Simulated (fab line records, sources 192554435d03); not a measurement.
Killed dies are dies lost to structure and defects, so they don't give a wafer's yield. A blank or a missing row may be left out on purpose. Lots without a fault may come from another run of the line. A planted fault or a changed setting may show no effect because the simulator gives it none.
Chamber matching | flow n5_finfet | N5_HKMG_FIN_ALD_36 on ald_metal-04: 4 sister chambers
The step deposits TiN, target thk 1 nm, pulse time 1 s, purge time 3 s. 4 wafers are shown with their chamber, then 8 later ones without.

WAFERS WITH THEIR CHAMBER
wafer  | chamber | heater_power_w (W)
L078.1 | 3       | 726
L084.1 | 0       | 1081
L084.4 | 2       | 926
L089.1 | 1       | 1002

WAFERS WITHOUT THEIR CHAMBER
wafer  | heater_power_w (W)
L089.2 | 739
L089.6 | 955
L091.3 | 985
L091.4 | 1058
L091.5 | 970
L093.3 | 965
L093.4 | 981
L093.6 | 738

WHICH CHAMBER EACH WENT THROUGH
wafer  | from the rows above     | in truth
L089.2 | 3                       | 3
L089.6 | can't be placed: 2 or 1 | 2
L091.3 | can't be placed: 1 or 2 | 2
L091.4 | can't be placed: 0 or 1 | 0
L091.5 | can't be placed: 1 or 2 | 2
L093.3 | can't be placed: 1 or 2 | 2
L093.4 | can't be placed: 1 or 2 | 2
L093.6 | 3                       | 3
Placed correctly: 2 of 8. Can't be placed from these rows: 6 (the true chamber is among the candidates in 6). Placed wrongly: 0.
How it was worked out, from the rows above alone: a wafer's distance from a chamber is the root of the sum, over the readings, of the square of ((its reading less the chamber's mean) divided by the reading's scatter). The wafer belongs to the nearest chamber; if the next one is less than 2 further off, it can't be placed. A chamber's mean is the mean of its shown wafers. The scatter: with one shown wafer a chamber, the root of the mean of the squares of how far each hidden wafer lies from its nearest shown one.
